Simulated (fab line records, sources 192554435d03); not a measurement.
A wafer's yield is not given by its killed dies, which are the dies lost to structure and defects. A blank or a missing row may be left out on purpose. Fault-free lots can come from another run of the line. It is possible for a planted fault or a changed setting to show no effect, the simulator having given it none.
Matching of chambers / flow n5Finfet / 4 sister chambers for N5_BEOL_M8_DESCUM_16 on rieDiel-01
The step chemistry O2, time 7.9 s. 8 wafers are shown with their chamber, then 8 later ones without.

== WAFERS PAIRED WITH THEIR CHAMBERS ==
wafer=L079.2; chamber=1; throttleValvePct (%)=20.65; showerheadPlenumPTorr (Torr)=2.22
wafer=L078.4; chamber=0; throttleValvePct (%)=20.10; showerheadPlenumPTorr (Torr)=2.21
wafer=L083.1; chamber=2; throttleValvePct (%)=19.97; showerheadPlenumPTorr (Torr)=2.08
wafer=L083.4; chamber=0; throttleValvePct (%)=20.12; showerheadPlenumPTorr (Torr)=2.21
wafer=L082.1; chamber=3; throttleValvePct (%)=20.79; showerheadPlenumPTorr (Torr)=2.10
wafer=L082.4; chamber=3; throttleValvePct (%)=20.80; showerheadPlenumPTorr (Torr)=2.10
wafer=L082.6; chamber=1; throttleValvePct (%)=20.66; showerheadPlenumPTorr (Torr)=2.21
wafer=L088.3; chamber=2; throttleValvePct (%)=19.99; showerheadPlenumPTorr (Torr)=2.08

== WAFERS WITHOUT THEIR CHAMBER ==
wafer=L088.4; throttleValvePct (%)=20.12; showerheadPlenumPTorr (Torr)=2.20
wafer=L088.5; throttleValvePct (%)=20.82; showerheadPlenumPTorr (Torr)=2.09
wafer=L093.2; throttleValvePct (%)=20.72; showerheadPlenumPTorr (Torr)=2.20
wafer=L093.4; throttleValvePct (%)=20.82; showerheadPlenumPTorr (Torr)=2.09
wafer=L093.6; throttleValvePct (%)=20.72; showerheadPlenumPTorr (Torr)=2.20
wafer=L094.2; throttleValvePct (%)=20.16; showerheadPlenumPTorr (Torr)=2.20
wafer=L094.3; throttleValvePct (%)=20.84; showerheadPlenumPTorr (Torr)=2.09
wafer=L094.5; throttleValvePct (%)=20.00; showerheadPlenumPTorr (Torr)=2.07

== CHAMBER TAKEN BY EACH ==
wafer=L088.4; from the rows above=0; in truth=0
wafer=L088.5; from the rows above=3; in truth=3
wafer=L093.2; from the rows above=1; in truth=1
wafer=L093.4; from the rows above=3; in truth=3
wafer=L093.6; from the rows above=1; in truth=1
wafer=L094.2; from the rows above=0; in truth=0
wafer=L094.3; from the rows above=3; in truth=3
wafer=L094.5; from the rows above=2; in truth=2
Correctly placed: 8 of 8. Left unplaced by these rows: 0. Number placed wrongly: 0.
How it was worked out, from the rows above alone: a wafer's distance from a chamber is the root of the sum, over the readings, of the square of ((its reading less the chamber's mean) divided by the reading's scatter). The wafer belongs to the nearest chamber; if the next one is less than 2 further off, it can't be placed. A chamber's mean is the mean of its shown wafers. The scatter: take each reading less its chamber's mean, square it, sum over the shown wafers, divide by the number of wafers less the number of chambers, and take the root.
